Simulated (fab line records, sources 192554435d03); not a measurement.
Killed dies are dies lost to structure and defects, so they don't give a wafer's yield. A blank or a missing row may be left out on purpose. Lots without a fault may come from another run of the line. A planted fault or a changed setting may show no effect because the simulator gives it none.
Chamber matching | flow n5_finfet | N5_PASSIVATION_VIA_ETCH_13 on rie_diel-01: 4 sister chambers
The step etches SiO2 in CHF3/O2, target depth 660 nm, time 330 s. 14 wafers are shown with their chamber, then 7 later ones without.

WAFERS WITH THEIR CHAMBER
wafer  | chamber | rf_vpp_V (V) | drypump_motor_current_A (A) | throttle_valve_pct (%)
L180.1 | 0       | 534          | 5.5                         | 18.77
L180.4 | 3       | 497          | 6.0                         | 18.95
L180.6 | 2       | 536          | 5.3                         | 18.64
L184.2 | 2       | 535          | 5.3                         | 18.64
L184.3 | 1       | 535          | 5.4                         | 18.64
L184.5 | 2       | 535          | 5.3                         | 18.66
L183.2 | 1       | 534          | 5.4                         | 18.62
L183.4 | 0       | 531          | 5.5                         | 18.80
L183.6 | 2       | 536          | 5.2                         | 18.65
L189.1 | 2       | 536          | 5.2                         | 18.65
L189.5 | 3       | 497          | 6.1                         | 18.99
L189.6 | 2       | 535          | 5.2                         | 18.67
L193.2 | 3       | 497          | 6.0                         | 18.99
L193.5 | 1       | 534          | 5.4                         | 18.64

SIGNATURES (means of the wafers above)
reading                 | chamber 0 | chamber 1 | chamber 2 | chamber 3 | scatter within a chamber
rf_vpp_V                | 532.50    | 534.33    | 535.50    | 497.00    | 0.816
drypump_motor_current_A | 5.500     | 5.400     | 5.250     | 6.033     | 0.0465
throttle_valve_pct      | 18.7850   | 18.6333   | 18.6517   | 18.9767   | 0.0157
Rule: a wafer's distance from a chamber is the root of the sum, over the readings, of the square of ((its reading less the chamber's mean) divided by the reading's scatter). The wafer belongs to the nearest chamber; if the next one is less than 2 further off, it can't be placed. The scatter: the root of (the sum of the squares of (reading less its chamber's mean) over the shown wafers, divided by (wafers less chambers)).

WAFERS WITHOUT THEIR CHAMBER
wafer  | rf_vpp_V (V) | drypump_motor_current_A (A) | throttle_valve_pct (%)
L193.6 | 496          | 6.0                         | 18.99
L201.2 | 496          | 6.0                         | 19.04
L201.5 | 535          | 5.4                         | 18.68
L201.6 | 530          | 5.5                         | 18.83
L202.4 | 535          | 5.3                         | 18.70
L202.5 | 535          | 5.4                         | 18.68
L202.6 | 534          | 5.3                         | 18.69

WHICH CHAMBER EACH WENT THROUGH
wafer  | from the rows above     | in truth
L193.6 | 3                       | 3
L201.2 | 3                       | 3
L201.5 | can't be placed: 1 or 2 | 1
L201.6 | 0                       | 0
L202.4 | can't be placed: 2 or 1 | 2
L202.5 | can't be placed: 1 or 2 | 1
L202.6 | can't be placed: 2 or 1 | 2
Placed correctly: 3 of 7. Can't be placed from these rows: 4 (the true chamber is among the candidates in 4). Placed wrongly: 0.
